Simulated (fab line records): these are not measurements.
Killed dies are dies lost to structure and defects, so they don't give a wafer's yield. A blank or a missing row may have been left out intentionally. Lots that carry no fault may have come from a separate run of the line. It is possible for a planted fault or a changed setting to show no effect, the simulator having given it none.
Which tool did it? + flow nand_harc + 24 lots with 72 wafers sampled at 3 steps, on a route of 1302 steps

== WHAT THE GAUGES READ, wafer by wafer ==
NHARC_A_CONTACT_INSPECT_10. Usual: 86 for raw_defect_count, sd 25.
| lot  | measured     | on                | raw_defect_count | flag |
|------|--------------|-------------------|------------------|------|
| L075 | day 22 04:07 | defect_inspect-01 | 68 88 74         |      |
| L074 | day 22 06:35 | defect_inspect-01 | 123 122 107      |      |
| L076 | day 22 20:45 | defect_inspect-01 | 108 101 107      |      |
| L078 | day 23 22:01 | defect_inspect-02 | 114 130 112      |      |
| L077 | day 23 23:43 | defect_inspect-01 | 58 71 67         |      |
| L079 | day 24 14:54 | defect_inspect-01 | 114 98 108       |      |
| L081 | day 25 06:37 | defect_inspect-01 | 31 48 36         |      |
| L082 | day 25 18:26 | defect_inspect-01 | 66 79 81         |      |
| L080 | day 25 20:42 | defect_inspect-02 | 121 107 112      |      |
| L083 | day 26 02:42 | defect_inspect-01 | 66 67 77         |      |
| L084 | day 26 09:44 | defect_inspect-01 | 102 76 73        |      |
| L087 | day 27 01:03 | defect_inspect-01 | 132 144 136      |      |
| L086 | day 27 01:21 | defect_inspect-01 | 61 55 68         |      |
| L085 | day 27 07:27 | defect_inspect-01 | 81 76 85         |      |
| L090 | day 28 16:18 | defect_inspect-01 | 72 70 60         |      |
| L089 | day 28 17:41 | defect_inspect-01 | 53 72 69         |      |
| L091 | day 29 03:28 | defect_inspect-01 | 73 69 68         |      |
| L088 | day 29 09:14 | defect_inspect-02 | 109 106 92       |      |
| L094 | day 30 01:05 | defect_inspect-02 | 89 131 124       |      |
| L092 | day 30 02:56 | defect_inspect-01 | 68 78 79         |      |
| L093 | day 31 05:21 | defect_inspect-01 | 106 104 99       |      |
| L096 | day 31 06:58 | defect_inspect-01 | 58 73 59         |      |
| L095 | day 31 12:32 | defect_inspect-02 | 67 94 96         |      |
| L097 | day 31 22:55 | defect_inspect-01 | 80 71 59         |      |

== EACH LOT AND THE TOOL THAT RAN IT (in order: tool; ch and the chambers of the sampled wafers; start) ==
| lot  | NHARC_A_CONTACT_ETCH_133             | NHARC_A_CONTACT_DEP_85          |
|------|--------------------------------------|---------------------------------|
| L075 | har_cap_etch-03 ch 0,1, day 21 22:56 | pecvd-04 ch 0,1,2, day 22 03:18 |
| L074 | har_cap_etch-02 ch 0,1, day 22 02:03 | pecvd-04 ch 1,2, day 22 05:47   |
| L076 | har_cap_etch-01 ch 0,1, day 22 16:16 | pecvd-02 ch 1,2, day 22 19:54   |
| L078 | har_cap_etch-02 ch 0,1, day 23 17:07 | pecvd-04 ch 0,2, day 23 21:09   |
| L077 | har_cap_etch-03 ch 0,1, day 23 19:05 | pecvd-02 ch 0,1, day 23 22:54   |
| L079 | har_cap_etch-01 ch 0,1, day 24 07:02 | pecvd-02 ch 0,1,2, day 24 14:07 |
| L081 | har_cap_etch-01 ch 0,1, day 24 22:16 | pecvd-03 ch 0,1,2, day 25 05:46 |
| L082 | har_cap_etch-03 ch 0,1, day 25 13:36 | pecvd-04 ch 0,2, day 25 17:46   |
| L080 | har_cap_etch-02 ch 0,1, day 25 16:22 | pecvd-04 ch 0,1,2, day 25 20:04 |
| L083 | har_cap_etch-03 ch 0,1, day 25 21:35 | pecvd-03 ch 0,1, day 26 01:56   |
| L084 | har_cap_etch-02 ch 0,1, day 26 03:04 | pecvd-02 ch 1,2, day 26 09:01   |
| L087 | har_cap_etch-01 ch 0,1, day 26 16:53 | pecvd-02 ch 0,1,2, day 27 00:14 |
| L086 | har_cap_etch-03 ch 0,1, day 26 19:44 | pecvd-03 ch 1,2, day 27 00:34   |
| L085 | har_cap_etch-02 ch 0,1, day 27 02:58 | pecvd-04 ch 0,1,2, day 27 06:38 |
| L090 | har_cap_etch-03 ch 1, day 28 11:45   | pecvd-03 ch 0,1, day 28 15:26   |
| L089 | har_cap_etch-01 ch 0,1, day 28 13:11 | pecvd-04 ch 0,1, day 28 16:55   |
| L091 | har_cap_etch-01 ch 0,1, day 28 20:26 | pecvd-03 ch 1,2, day 29 02:37   |
| L088 | har_cap_etch-03 ch 1, day 29 00:36   | pecvd-03 ch 0,1,2, day 29 08:34 |
| L094 | har_cap_etch-01 ch 0,1, day 29 20:40 | pecvd-04 ch 0,1,2, day 30 00:22 |
| L092 | har_cap_etch-02 ch 0,1, day 29 21:24 | pecvd-04 ch 0,1,2, day 30 02:06 |
| L093 | har_cap_etch-02 ch 0,1, day 30 21:05 | pecvd-02 ch 0,1, day 31 04:32   |
| L096 | har_cap_etch-03 ch 0,1, day 31 01:17 | pecvd-04 ch 1,2, day 31 06:10   |
| L095 | har_cap_etch-02 ch 0,1, day 31 07:10 | pecvd-04 ch 1,2, day 31 11:45   |
| L097 | har_cap_etch-02 ch 0,1, day 31 13:38 | pecvd-03 ch 1,2, day 31 22:01   |
- NHARC_A_CONTACT_ETCH_133: etches the open film in C4F8/O2/Ar, time 374 s, target depth 1610 nm.
- NHARC_A_CONTACT_DEP_85: deposits SiON, target thk 60 nm.

== WHAT THE TOOLS THEMSELVES READ (means of the sampled wafers that have a number; where no wafer has one, the mark that the record gives instead) ==
NHARC_A_CONTACT_DEP_85. Usual: 752 W for heater_power_w, sd 92.
| lot  | tool     | heater_power_w (W) | flag |
|------|----------|--------------------|------|
| L075 | pecvd-04 | 798                |      |
| L074 | pecvd-04 | 781                |      |
| L076 | pecvd-02 | 710                |      |
| L078 | pecvd-04 | 727                |      |
| L077 | pecvd-02 | 719                |      |
| L079 | pecvd-02 | 722                |      |
| L081 | pecvd-03 | 759                |      |
| L082 | pecvd-04 | 746                |      |
| L080 | pecvd-04 | 805                |      |
| L083 | pecvd-03 | 665                |      |
| L084 | pecvd-02 | 839                |      |
| L087 | pecvd-02 | 764                |      |
| L086 | pecvd-03 | 806                |      |
| L085 | pecvd-04 | 776                |      |
| L090 | pecvd-03 | 743                |      |
| L089 | pecvd-04 | 771                |      |
| L091 | pecvd-03 | 769                |      |
| L088 | pecvd-03 | 754                |      |
| L094 | pecvd-04 | 732                |      |
| L092 | pecvd-04 | 732                |      |
| L093 | pecvd-02 | 747                |      |
| L096 | pecvd-04 | 835                |      |
| L095 | pecvd-04 | 795                |      |
| L097 | pecvd-03 | 760                |      |

== THE ANSWER, worked out from the rows above alone ==
Rule: a lot counts as off when the mean over its wafers that have a number is more than 3 standard deviations away from the usual mean. Also off: a lot with no number at a reading for which 4 or more lots have one. The other lots that the step has rows for count as sound. First the gauges in route order, then the tools' own readings, where a lot's mean is used as printed above. The first step at which some lot is off is used, and at that step the reading that is off furthest; a lot without a number counts as furthest.
Across all readings shown, no lot is off: no conclusion can be drawn from this.

== WHAT HAD BEEN PUT IN BY THE SIMULATOR ==
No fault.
